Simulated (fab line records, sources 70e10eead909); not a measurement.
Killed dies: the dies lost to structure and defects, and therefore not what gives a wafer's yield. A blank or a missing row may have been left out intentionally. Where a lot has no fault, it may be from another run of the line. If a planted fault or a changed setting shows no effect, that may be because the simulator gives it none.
fab line records | flow nand_harc
record lots=7 | wafers=21 | last_day=31
route steps=1302 shown THIN_TSV@1257 END@1302
lots untouched by any fault: they come from a run of this same line in which no faults occurred
start_h: the number of hours between the record's first day and the start of the first shown wafer of the lot | wait_h: hours since the lot's step before | " unchanged from the row above | L1.1+2: several wafers, shown together as one row | - no value present, or no start provided | * or withheld: withheld | < > ~ a bound
route shown NAME@n: names a module that has steps shown in the file, with the first one's number in the route | usual: mean/standard deviation of fault-free wafers | same: alike in all rows | chamber/n: place in a boat | sites: per-site readings | _std_site: their standard deviation | _edge_site: the outer-site mean with the inner-site mean subtracted | radius_mm: for every site, how far away it sits from the centre of the wafer | mask NAME#n: copy n | behind: tool/chamber where the wafer was last shaped | hold: cause of the lot's hold/its duration in hours/its outcome | device: transistor that didn't switch, given as n, p or np | end of line: tests run on the same wafers once the route is complete | a step with no rows: only its recipe | killed: count of dies lost to structure and defects at first sort (not the wafer's yield) | map: a wafer's dies, x killed, . not, _ none there
set.NAME: the setting the step ran with; set.NAME@STEP: the setting that earlier step ran with | model.NAME: the simulator's own value behind a step, which no gauge read
lots at some steps of the route; a table a step, a row a wafer
services: the hour from which a tool's chamber was out of use, counted from the record's first day as start_h (under 0 if before that day), plus the number of hours and why
## steps
# step NHARC_THIN_TSV_PEB_10
# recipe peb_temp_c=118 | peb_time_s=85
# step NHARC_THIN_TSV_DEVELOP_11
# recipe time_s=70
# step NHARC_THIN_TSV_CD_MEAS_12
# recipe target_cd_nm=1000 | landing_energy_ev=500
# usual cd_nm=1000.0/1.9
lot.wafer | tool      | chamber | start_h | wait_h | cd_nm
L454.2    | cd_sem-01 | 0       | 557.76  | -      | 998.9
L454.3    | "         | 0       | "       | "      | 996.6
L454.6    | "         | 0       | "       | "      | 998.6
L456.1    | cd_sem-01 | 0       | 563.72  | -      | 997.3
L456.2    | "         | 0       | "       | "      | 999.6
L456.3    | "         | 0       | "       | "      | 1001.2
L457.2    | cd_sem-01 | 0       | 575.42  | -      | 1001.0
L457.4    | "         | 0       | "       | "      | 999.0
L457.5    | "         | 0       | "       | "      | 996.6
L460.1    | cd_sem-02 | 0       | 612.58  | -      | 1000.3
L460.3    | "         | 0       | "       | "      | 1003.4
L460.6    | "         | 0       | "       | "      | 997.0
L466.1    | cd_sem-03 | 0       | 691.10  | -      | 1001.0
L466.4    | "         | 0       | "       | "      | 998.0
L466.6    | "         | 0       | "       | "      | 999.4
L468.1    | cd_sem-01 | 0       | 699.50  | -      | 1000.1
L468.3    | "         | 0       | "       | "      | 1001.6
L468.6    | "         | 0       | "       | "      | 1002.7
L470.1    | cd_sem-01 | 0       | 715.81  | -      | 998.0
L470.3    | "         | 0       | "       | "      | 1000.6
L470.6    | "         | 0       | "       | "      | 997.2
# step NHARC_THIN_TSV_HARDBAKE_13
# recipe temp_c=125 | time_s=80
# step NHARC_THIN_TSV_DESCUM_14
# recipe time_s=3 | o2_flow_sccm=200 | ar_flow_sccm=0 | bias_power_w=0 | chemistry=O2
# usual drypump_motor_current_A=5.9/0.44 | oes_product_au=1.001/0.011 | rf_vpp_V=57.9/0.91 | showerhead_plenum_p_Torr=1.93/0.098 | throttle_valve_pct=11.313/0.0085
lot.wafer | tool        | chamber | start_h | wait_h | drypump_motor_current_A | oes_product_au | rf_hours_counter_h | rf_vpp_V | showerhead_plenum_p_Torr | throttle_valve_pct
L454.2    | rie_diel-13 | 1       | 557.92  | -      | 6.4                     | 1.003          | 2.8                | 59.1     | 1.94                     | 11.298
L454.3    | "           | 0       | "       | "      | 5.4                     | 1.010          | 1.8                | 58.3     | 1.85                     | 11.317
L454.6    | "           | 2       | "       | "      | 5.5                     | 0.995          | -                  | 56.4     | 1.77                     | 11.321
L456.2    | rie_diel-13 | 0       | 563.88  | -      | 5.4                     | 1.010          | 2.2                | 57.9     | 1.85                     | 11.310
L456.1    | "           | 2       | "       | "      | 5.5                     | 0.996          | 3.4                | 57.9     | 1.77                     | 11.312
L456.3    | "           | 3       | "       | "      | 6.3                     | 0.999          | 3.4                | 59.0     | 2.03                     | 11.310
L457.2    | rie_diel-10 | 2       | 575.58  | -      | 4.7                     | 0.984          | 5.4                | 59.4     | 2.03                     | 11.325
L457.4    | "           | 1       | "       | "      | 5.9                     | 0.992          | 5.3                | 59.1     | 1.95                     | 11.319
L457.5    | "           | 3       | "       | "      | 5.7                     | 1.003          | -                  | 57.2     | 1.80                     | 11.317
L460.3    | rie_diel-10 | 3       | 612.74  | -      | 5.7                     | 1.012          | 1.0                | 59.4     | 1.80                     | 11.304
L460.1    | "           | 0       | "       | "      | 5.8                     | 0.996          | 0.6                | 56.3     | 1.78                     | 11.300
L460.6    | "           | 3       | "       | "      | 5.7                     | 1.009          | -                  | 57.7     | 1.80                     | 11.314
L466.1    | rie_diel-09 | 2       | 691.28  | -      | 6.0                     | 0.997          | 0.3                | 58.7     | 2.05                     | 11.311
L466.4    | "           | 3       | "       | "      | 5.9                     | 0.994          | 0.2                | 61.0     | 2.06                     | 11.295
L466.6    | "           | 0       | "       | "      | 6.1                     | 0.999          | -                  | 57.4     | 1.86                     | 11.314
L468.1    | rie_diel-09 | 2       | 699.66  | -      | 6.0                     | 1.012          | 1.0                | 58.8     | 2.05                     | 11.323
L468.3    | "           | 1       | "       | "      | 6.3                     | 0.992          | 0.8                | 57.5     | 1.94                     | 11.306
L468.6    | "           | 2       | "       | "      | 6.0                     | 1.000          | -                  | 57.5     | 2.05                     | 11.312
L470.3    | rie_diel-09 | 0       | 715.99  | -      | 6.1                     | 1.005          | 1.9                | 55.9     | 1.86                     | 11.317
L470.1    | "           | 2       | "       | "      | 6.0                     | 1.003          | 2.1                | 58.6     | 2.05                     | 11.319
L470.6    | "           | 0       | "       | "      | 6.1                     | 1.008          | -                  | 58.7     | 1.86                     | 11.306
# step NHARC_THIN_TSV_ETCH_44
# recipe target_depth_a=15942 | time_s=797.1 | cf4_flow_sccm=150 | o2_flow_sccm=10 | ar_flow_sccm=0 | rf_w=300 | bias_w=800 | chemistry=CF4/O2
# usual drypump_motor_current_A=5.9/0.41 | oes_product_au=1.000/0.011 | rf_vpp_V=795/5.5 | showerhead_plenum_p_Torr=1.84/0.089 | throttle_valve_pct=16.915/0.0099
lot.wafer | tool        | chamber | start_h | wait_h | drypump_motor_current_A | oes_product_au | rf_hours_counter_h | rf_vpp_V | showerhead_plenum_p_Torr | throttle_valve_pct
L454.3    | rie_diel-13 | 0       | 558.12  | 0.2    | 5.4                     | 1.012          | 1.9                | 793      | 1.78                     | 16.906
L454.2    | "           | 1       | "       | "      | 6.4                     | 1.009          | 2.9                | 797      | 1.86                     | 16.907
L454.6    | "           | 3       | "       | "      | 6.3                     | 1.000          | -                  | 801      | 1.93                     | 16.911
L456.2    | rie_diel-13 | 2       | 563.96  | 0.1    | 5.5                     | 0.985          | 3.5                | 787      | 1.71                     | 16.921
L456.3    | "           | 3       | "       | "      | 6.3                     | 1.000          | 3.5                | 801      | 1.93                     | 16.921
L456.1    | "           | 0       | "       | "      | 5.4                     | 1.007          | 2.3                | 791      | 1.78                     | 16.917
L457.2    | rie_diel-10 | 1       | 575.72  | 0.1    | 5.8                     | 1.000          | 5.5                | 796      | 1.87                     | 16.918
L457.4    | "           | 2       | "       | "      | 4.8                     | 1.003          | 5.5                | 799      | 1.93                     | 16.905
L457.5    | "           | 1       | "       | "      | 5.8                     | 0.997          | -                  | 797      | 1.86                     | 16.929
L460.3    | rie_diel-10 | 1       | 612.88  | 0.1    | 5.8                     | 0.999          | 0.7                | 797      | 1.86                     | 16.903
L460.1    | "           | 3       | "       | "      | 5.7                     | 1.011          | 1.1                | 788      | 1.73                     | 16.925
L460.6    | "           | 0       | "       | "      | 5.8                     | 1.004          | -                  | 787      | 1.71                     | 16.924
L466.4    | rie_diel-09 | 2       | 691.40  | 0.1    | 6.0                     | 1.000          | 0.4                | 802      | 1.95                     | 16.909
L466.1    | "           | 3       | "       | "      | 5.9                     | 0.987          | 0.3                | 802      | 1.96                     | 16.910
L466.6    | "           | 2       | "       | "      | 6.0                     | 1.006          | -                  | 801      | 1.95                     | 16.925
L468.1    | rie_diel-09 | 1       | 699.80  | 0.1    | 6.3                     | 0.997          | 0.9                | 796      | 1.85                     | 16.916
L468.3    | "           | 3       | "       | "      | 5.9                     | 1.005          | 0.8                | 802      | 1.96                     | 16.910
L468.6    | "           | 0       | "       | "      | 6.1                     | 1.004          | -                  | 792      | 1.79                     | 16.893
L470.1    | rie_diel-09 | 2       | 716.07  | 0.1    | 6.0                     | 0.996          | 2.2                | 802      | 1.95                     | 16.921
L470.3    | "           | 0       | "       | "      | 6.1                     | 1.000          | 2.0                | 793      | 1.79                     | 16.925
L470.6    | "           | 2       | "       | "      | 6.0                     | 0.991          | -                  | 804      | 1.95                     | 16.920
# step NHARC_THIN_TSV_ETCH_15
# recipe target_depth_a=30000 | bosch_target_overetch_cycles=2 | bosch_etch_step_s=2.8 | bosch_dep_step_s=1.2 | bosch_cycles=14
# step NHARC_THIN_TSV_CD_MEAS_16
# usual cd_nm=999.9/1.9
lot.wafer | tool      | chamber | start_h | wait_h | cd_nm
L454.2    | cd_sem-03 | -       | 558.76  | 0.2    | 999.3
L454.3    | "         | -       | "       | "      | 996.3
L454.6    | "         | -       | "       | "      | 999.9
L456.1    | cd_sem-02 | -       | 564.68  | 0.1    | 996.6
L456.2    | "         | -       | "       | "      | 999.0
L456.3    | "         | -       | "       | "      | 1000.4
L457.2    | cd_sem-02 | -       | 576.38  | 0.1    | 1001.5
L457.4    | "         | -       | "       | "      | 998.1
L457.5    | "         | -       | "       | "      | 996.6
L460.1    | cd_sem-03 | -       | 613.54  | 0.1    | 1000.2
L460.3    | "         | -       | "       | "      | 1002.4
L460.6    | "         | -       | "       | "      | 996.3
L466.1    | cd_sem-02 | -       | 692.08  | 0.2    | 1000.0
L466.4    | "         | -       | "       | "      | 997.7
L466.6    | "         | -       | "       | "      | 999.3
L468.1    | cd_sem-03 | -       | 700.45  | 0.1    | 1000.6
L468.3    | "         | -       | "       | "      | 1001.0
L468.6    | "         | -       | "       | "      | 1002.3
L470.1    | cd_sem-03 | -       | 716.78  | 0.1    | 999.0
L470.3    | "         | -       | "       | "      | 1000.9
L470.6    | "         | -       | "       | "      | 997.4
# step NHARC_THIN_TSV_STRIP_45
# recipe power_w=1500 | temp_c=250 | chemistry=O2
# usual drypump_motor_current_A=5.6/0.33 | heater_power_w=349/29
lot.wafer | tool            | chamber | start_h | wait_h | drypump_motor_current_A | heater_power_w | rf_hours_counter_h
L454.2    | plasma_asher-02 | 1       | 558.83  | 0.1    | 6.1                     | 359            | 25
L454.3    | "               | 1       | "       | "      | 6.1                     | 363            | -
L454.6    | "               | 0       | "       | "      | 5.3                     | 406            | -
L456.2    | plasma_asher-01 | 0       | 564.75  | 0.1    | 5.4                     | 325            | 8
L456.1    | "               | 1       | "       | "      | 5.7                     | 324            | 8
L456.3    | "               | 0       | "       | "      | 5.4                     | 321            | -
L457.2    | plasma_asher-01 | 0       | 576.50  | 0.1    | 5.4                     | 327            | 11
L457.4    | "               | 0       | "       | "      | 5.4                     | 323            | -
L457.5    | "               | 0       | "       | "      | 5.4                     | 331            | -
L460.1    | plasma_asher-01 | 0       | 613.66  | 0.1    | 5.4                     | 326            | 19
L460.3    | "               | 1       | "       | "      | 5.7                     | 326            | -
L460.6    | "               | 1       | "       | "      | 5.7                     | 321            | -
L466.1    | plasma_asher-02 | 0       | 692.20  | 0.1    | 5.4                     | 388            | 16
L466.4    | "               | 1       | "       | "      | 6.1                     | 348            | -
L466.6    | "               | 1       | "       | "      | 6.1                     | 341            | -
L468.1    | plasma_asher-02 | 1       | 700.53  | 0.1    | 6.1                     | 341            | 19
L468.3    | "               | 0       | "       | "      | 5.3                     | 386            | -
L468.6    | "               | 1       | "       | "      | 6.1                     | 336            | -
L470.1    | plasma_asher-02 | 0       | 716.86  | 0.1    | 5.3                     | 406            | 22
L470.3    | "               | 0       | "       | "      | 5.3                     | 395            | -
L470.6    | "               | 1       | "       | "      | 6.2                     | 337            | -
# step NHARC_THIN_TSV_STRIP_46
# recipe time_s=1200 | temp_c=72.5 | chemistry=post_etch_residue_remover
# step NHARC_THIN_TSV_DEP_47
# recipe target_thk_a=2000 | temp_c=withheld | pressure_torr=6.5 | rf_w=900 | teos_flow_sccm=161.4 | flow_sccm=2650 | target_thk_nm=200 | gas=O2 | material=SiO2
# usual chamber_pressure_Torr=6.499/0.014 | throttle_valve_pct=15.8/0.42
lot.wafer | tool     | chamber | start_h | wait_h | chamber_pressure_Torr | throttle_valve_pct
L454.3    | pecvd-02 | 1       | 559.68  | -      | 6.514                 | 15.7
L454.2    | "        | 2       | "       | "      | 6.519                 | 16.2
L454.6    | "        | 1       | "       | "      | 6.505                 | 15.6
L456.3    | pecvd-04 | 0       | 565.60  | -      | 6.500                 | 16.0
L456.2    | "        | 1       | "       | "      | 6.539                 | 15.6
L456.1    | "        | 2       | "       | "      | 6.482                 | 16.6
L457.2    | pecvd-01 | 2       | 577.30  | -      | 6.507                 | 15.6
L457.4    | "        | 1       | "       | "      | 6.489                 | 15.2
L457.5    | "        | 0       | "       | "      | 6.518                 | 16.1
L460.1    | pecvd-04 | 2       | 614.46  | -      | 6.487                 | 16.4
L460.3    | "        | 0       | "       | "      | 6.502                 | 15.9
L460.6    | "        | 1       | "       | "      | 6.491                 | 15.8
L466.1    | pecvd-01 | 2       | 692.96  | -      | 6.522                 | 15.9
L466.4    | "        | 2       | "       | "      | 6.511                 | 15.6
L466.6    | "        | 0       | "       | "      | 6.489                 | 16.0
L468.3    | pecvd-01 | 0       | 701.33  | -      | 6.500                 | 15.8
L468.1    | "        | 1       | "       | "      | 6.522                 | 14.9
L468.6    | "        | 1       | "       | "      | 6.516                 | 15.2
L470.3    | pecvd-01 | 1       | 717.66  | -      | 6.513                 | 15.3
L470.1    | "        | 0       | "       | "      | 6.506                 | 15.9
L470.6    | "        | 0       | "       | "      | 6.531                 | 16.1
# step NHARC_THIN_TSV_ETCHBACK_48
# recipe target_depth_a=10285 | over_etch_frac=0.3 | time_s=405.17 | ion_energy_ev=250 | c4f8_flow_sccm=withheld | ar_flow_sccm=withheld | rf_w=600 | bias_w=300 | chemistry=C4F8/Ar
# step NHARC_THIN_TSV_STRIP_62
# recipe power_w=1500 | temp_c=250 | time_s=20 | chemistry=N2/H2
# usual drypump_motor_current_A=5.6/0.33 | heater_power_w=350/30
lot.wafer | tool            | chamber | start_h | wait_h | drypump_motor_current_A | heater_power_w | rf_hours_counter_h
L454.2    | plasma_asher-02 | 0       | 560.39  | -      | 5.3                     | 395            | 25
L454.3    | "               | 0       | "       | "      | 5.3                     | 408            | -
L454.6    | "               | 1       | "       | "      | 6.1                     | 355            | -
L456.2    | plasma_asher-01 | 1       | 566.36  | -      | 5.7                     | 320            | 9
L456.1    | "               | 0       | "       | "      | 5.4                     | 330            | 9
L456.3    | "               | 0       | "       | "      | 5.4                     | 323            | -
L457.2    | plasma_asher-02 | 0       | 578.01  | -      | 5.3                     | 394            | 30
L457.4    | "               | 0       | "       | "      | 5.3                     | 398            | -
L457.5    | "               | 1       | "       | "      | 6.1                     | 348            | -
L460.1    | plasma_asher-01 | 1       | 615.17  | -      | 5.7                     | 319            | 20
L460.3    | "               | 0       | "       | "      | 5.4                     | 318            | -
L460.6    | "               | 1       | "       | "      | 5.7                     | 315            | -
L466.1    | plasma_asher-02 | 0       | 693.73  | -      | -                       | -              | -
L466.4    | "               | 0       | "       | "      | -                       | -              | -
L466.6    | "               | 0       | "       | "      | -                       | -              | -
L468.1    | plasma_asher-02 | 0       | 702.12  | -      | -                       | -              | -
L468.3    | "               | 1       | "       | "      | -                       | -              | -
L468.6    | "               | 0       | "       | "      | -                       | -              | -
L470.1    | plasma_asher-01 | 1       | 718.42  | -      | -                       | -              | -
L470.3    | "               | 0       | "       | "      | -                       | -              | -
L470.6    | "               | 1       | "       | "      | -                       | -              | -
# step NHARC_THIN_TSV_DEGAS_49
# recipe temp_c=300 | time_s=120
# usual heater_power_w=485/32
lot.wafer | tool           | chamber | start_h | wait_h | heater_power_w
L454.3    | pvd_sputter-03 | -       | 560.56  | 0.1    | 460
L454.2    | "              | -       | "       | "      | 492
L454.6    | "              | -       | "       | "      | 482
L456.2    | pvd_sputter-01 | -       | 566.53  | 0.1    | 476
L456.3    | "              | -       | "       | "      | 457
L456.1    | "              | -       | "       | "      | 467
L457.4    | pvd_sputter-03 | -       | 578.18  | 0.1    | 456
L457.2    | "              | -       | "       | "      | 467
L457.5    | "              | -       | "       | "      | 457
L460.1    | pvd_sputter-01 | -       | 615.34  | 0.1    | 480
L460.3    | "              | -       | "       | "      | 455
L460.6    | "              | -       | "       | "      | 486
L466.4    | pvd_sputter-01 | -       | 693.88  | 0.1    | 483
L466.1    | "              | -       | "       | "      | 554
L466.6    | "              | -       | "       | "      | 482
L468.3    | pvd_sputter-02 | -       | 702.29  | 0.1    | 477
L468.1    | "              | -       | "       | "      | 523
L468.6    | "              | -       | "       | "      | 444
L470.3    | pvd_sputter-01 | -       | 718.59  | 0.1    | 544
L470.1    | "              | -       | "       | "      | 476
L470.6    | "              | -       | "       | "      | 446
# step NHARC_END_SORT_01
# recipe temp_c=25
# usual defect_limited_yield=90.1/2.6 | killed_at_array=63/17 | killed_at_other=0.8/1.1 | killed_at_periphery=3.5/3 | killed_dies=67/17 | killed_open=3.1/1.6 | killed_short=2.6/1.4
# same gross_dies=677
lot.wafer | tool      | chamber | start_h | wait_h | defect_limited_yield[%] | killed_at_array | killed_at_other | killed_at_periphery | killed_dies | killed_open | killed_short
L454.2    | prober-02 | 0       | 573.65  | 2.8    | 88.9                    | 72              | 0               | 3                   | 75          | 6           | 5
L454.3    | prober-02 | 0       | 574.45  | 3.1    | 89.1                    | 72              | 0               | 2                   | 74          | 2           | 4
L454.6    | prober-02 | 0       | 576.86  | 4.0    | 89.2                    | 69              | 0               | 4                   | 73          | 1           | 1
L466.1    | prober-01 | 0       | 706.01  | 2.5    | 88.5                    | 62              | 9               | 7                   | 78          | 13          | 3
L466.4    | prober-01 | 0       | 708.37  | 3.4    | 87.0                    | 74              | 5               | 9                   | 88          | 8           | 6
L466.6    | prober-01 | 0       | 709.95  | 3.9    | 86.0                    | 80              | 11              | 4                   | 95          | 11          | 1
L468.1    | prober-02 | 0       | 715.54  | 2.5    | 89.2                    | 57              | 12              | 4                   | 73          | 9           | 3
L468.3    | prober-02 | 0       | 717.13  | 3.1    | 90.4                    | 54              | 9               | 2                   | 65          | 7           | 5
L468.6    | prober-02 | 0       | 719.51  | 4.0    | 92.0                    | 45              | 8               | 1                   | 54          | 6           | 6
L470.1    | prober-01 | 0       | 732.08  | 2.5    | 92.0                    | 42              | 11              | 1                   | 54          | 10          | 6
L470.3    | prober-01 | 0       | 733.67  | 3.1    | 91.9                    | 44              | 11              | 0                   | 55          | 10          | 4
L470.6    | prober-01 | 0       | 736.05  | 4.0    | 91.6                    | 43              | 7               | 7                   | 57          | 8           | 4
# killed by level:class
L454.2 A_CHANNEL_HOLE_D1:chamber_film_flake=24 A_SLIT:chamber_film_flake=18 A_CHANNEL_HOLE_D2:chamber_film_flake=12 A_CONTACT:chamber_film_flake=5 A_M1:chamber_film_flake=4 A_ONON_D2:geometric_particle:open=2 A_CHANNEL_FILL_D2:geometric_particle:short=2 P_GATE:geometric_particle:short=1
L454.3 A_CHANNEL_HOLE_D1:chamber_film_flake=32 A_SLIT:chamber_film_flake=13 A_CHANNEL_HOLE_D2:chamber_film_flake=7 A_CONTACT:chamber_film_flake=4 A_STAIRCASE:chamber_film_flake=4 A_DECK1_JOINT:chamber_film_flake=2 A_M1:chamber_film_flake=2 P_M0:geometric_particle:short=1
L454.6 A_CHANNEL_HOLE_D1:chamber_film_flake=29 A_SLIT:chamber_film_flake=22 A_CHANNEL_HOLE_D2:chamber_film_flake=11 A_M1:chamber_film_flake=5 P_GATE:geometric_particle:open=1 P_GATE:geometric_particle:short=1 P_STI:chamber_film_flake=1 P_M0:chamber_film_flake=1
L466.1 A_SLIT:chamber_film_flake=28 A_CHANNEL_HOLE_D1:chamber_film_flake=19 THIN_TSV:geometric_particle:open=8 A_CONTACT:chamber_film_flake=4 P_STI:chamber_film_flake=3 A_WL_FILL:chamber_film_flake=3 A_DECK1_JOINT:chamber_film_flake=2 P_CONTACT:geometric_particle:open=1
L466.4 A_SLIT:chamber_film_flake=34 A_CHANNEL_HOLE_D1:chamber_film_flake=24 THIN_TSV:geometric_particle:short=3 P_STI:chamber_film_flake=3 A_WL_FILL:chamber_film_flake=3 A_CONTACT:chamber_film_flake=3 P_M0:geometric_particle:open=2 THIN_TSV:geometric_particle:open=2
L466.6 A_SLIT:chamber_film_flake=37 A_CHANNEL_HOLE_D1:chamber_film_flake=31 THIN_TSV:geometric_particle:open=10 A_CONTACT:chamber_film_flake=4 A_CHANNEL_FILL_D1:chamber_film_flake=3 P_BONDPAD:chamber_film_flake=2 A_WL_FILL:geometric_particle:short=1 A_BLC:geometric_particle:open=1
L468.1 A_CHANNEL_HOLE_D2:chamber_film_flake=24 A_CHANNEL_HOLE_D1:chamber_film_flake=12 A_CONTACT:chamber_film_flake=7 THIN_TSV:geometric_particle:open=5 A_SLIT:chamber_film_flake=4 THIN_TSV:chamber_film_flake=4 THIN_TSV:geometric_particle:short=3 P_BONDPAD:chamber_film_flake=2
L468.3 A_CHANNEL_HOLE_D2:chamber_film_flake=23 A_SLIT:chamber_film_flake=8 A_CONTACT:chamber_film_flake=8 A_CHANNEL_HOLE_D1:chamber_film_flake=7 THIN_TSV:geometric_particle:open=5 THIN_TSV:chamber_film_flake=3 A_DECK1_JOINT:geometric_particle:short=1 A_CHANNEL_FILL_D2:geometric_particle:short=1
L468.6 A_CHANNEL_HOLE_D2:chamber_film_flake=22 A_CONTACT:chamber_film_flake=7 THIN_TSV:geometric_particle:short=4 A_SLIT:chamber_film_flake=4 THIN_TSV:geometric_particle:open=2 A_CHANNEL_HOLE_D1:chamber_film_flake=2 A_STAIRCASE:chamber_film_flake=2 THIN_TSV:chamber_film_flake=2
L470.1 A_CHANNEL_HOLE_D1:chamber_film_flake=23 THIN_TSV:geometric_particle:open=7 A_CONTACT:chamber_film_flake=6 A_STAIRCASE:chamber_film_flake=4 A_SLIT:chamber_film_flake=3 THIN_TSV:chamber_film_flake=2 P_M2:geometric_particle:short=1 A_CHANNEL_FILL_D1:geometric_particle:short=1
L470.3 A_CHANNEL_HOLE_D1:chamber_film_flake=25 THIN_TSV:geometric_particle:open=8 A_STAIRCASE:chamber_film_flake=5 A_SLIT:chamber_film_flake=5 A_CONTACT:chamber_film_flake=3 THIN_TSV:geometric_particle:short=2 A_CHANNEL_FILL_D1:geometric_particle:open=1 A_DECK1_JOINT:geometric_particle:open=1
L470.6 A_CHANNEL_HOLE_D1:chamber_film_flake=31 THIN_TSV:geometric_particle:open=5 A_ONON_D1:geometric_particle:short=3 A_SLIT:chamber_film_flake=3 A_STAIRCASE:chamber_film_flake=3 P_M0:geometric_particle:open=2 P_GATE:chamber_film_flake=2 A_BLC:geometric_particle:open=1
# map L466.6 (x killed, . not)
____________.____________
_________......._________
_______..........._______
______.x.........x.______
_____......x........_____
____.................____
____x..............x.____
___...................___
___..x................___
__...........x.........__
__................x....__
_........x.....x........_
_......................._
_......x.........x.xx..._
_................x.xxx.._
_...............xxx.x..x_
................x.xx.xx..
....x..........x.xxxx.x..
...............x.x.xxxx..
x...............x.x..xx..
..x...........x..xxxx.x..
_.........x..x..xx...x.._
_........x....x.xxx....x_
_..x.........xxxxxx..x.._
_.x.........x.xxxxx....._
_............x..x.x...x._
__......x.....xxxx.x...__
__.....................__
___....x..............___
___...................___
____.................____
____......x..........____
_____..............._____
______......x.x....______
_______.x........._______
_________.x....._________
____________.____________
# map L468.1 (x killed, . not)
____________.____________
_________......._________
_______..........._______
______.............______
_____..............._____
____.................____
____.............x...____
___...................___
___...................___
__.....................__
__.............x.......__
_.x..................x.._
_.............x.x......._
_...............x.xxx.xx_
_..................x.x.x_
_................xxx.x.._
...x...........x.xxxxx...
....x.............xx.xx..
.........xx......xxxx....
.......x....x..x....x....
..x...x..........x..x....
_..............xx......._
_...............xx......_
_xx............x.x......_
_................x...x.._
_.x.............x..x...x_
__..x............x.x.x.__
__.x...............x...__
___xxx..............x.___
___x..................___
____..xx.............____
____.................____
_____..............._____
______.............______
_______x.........._______
_________......._________
____________.____________
## services
tool            | chamber | start_h | hours | kind
rie_diel-10     | 3       | 534.37  | 9.1   | repair
pvd_sputter-03  | -       | 554.30  | 3.0   | repair
pvd_sputter-01  | -       | 582.09  | 10.0  | pm
pecvd-02        | -       | 589.13  | 13.0  | pm
rie_diel-10     | -       | 596.50  | 9.0   | pm
rie_diel-13     | -       | 600.70  | 1.2   | repair
plasma_asher-02 | -       | 603.00  | 9.0   | pm
plasma_asher-02 | 0       | 603.00  | 9.0   | vent_cycle
pecvd-04        | -       | 618.02  | 0.6   | repair
pecvd-04        | -       | 631.17  | 13.0  | pm
pvd_sputter-02  | -       | 638.11  | 10.0  | pm
pvd_sputter-03  | -       | 640.88  | 3.3   | repair
rie_diel-09     | 0       | 641.39  | 4.7   | repair
pecvd-04        | -       | 659.01  | 44.4  | repair
pvd_sputter-02  | -       | 661.96  | 8.5   | repair
rie_diel-10     | -       | 672.69  | 11.3  | repair
pecvd-01        | -       | 673.28  | 13.0  | pm
rie_diel-09     | -       | 674.10  | 9.0   | pm
pvd_sputter-01  | -       | 681.36  | 0.6   | repair
pvd_sputter-03  | -       | 682.98  | 3.2   | repair
rie_diel-13     | 0       | 684.95  | 7.3   | repair
pvd_sputter-03  | -       | 686.98  | 22.1  | repair
plasma_asher-01 | -       | 696.00  | 9.0   | pm
rie_diel-13     | -       | 696.29  | 9.0   | pm
## key
first_sign step=NHARC_THIN_TSV_STRIP_62 | reading=tool_record | direction=missing
effect step=NHARC_END_SORT_01 | reading=killed_at_other | direction=up | sigmas=7.6 | usual=0.8 | struck=9.2
met_at NHARC_THIN_TSV_STRIP_62
struck_wafers L466.1,L466.4,L466.6,L468.1,L468.3,L468.6,L470.1,L470.3,L470.6
onset_between 615.17 693.73
fault kind=skipped_step_whole | tool=plasma_asher-01,plasma_asher-02 | chamber=- | onset_h=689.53 | steps=NHARC_THIN_TSV_STRIP_62 | scope=struck_lots_only
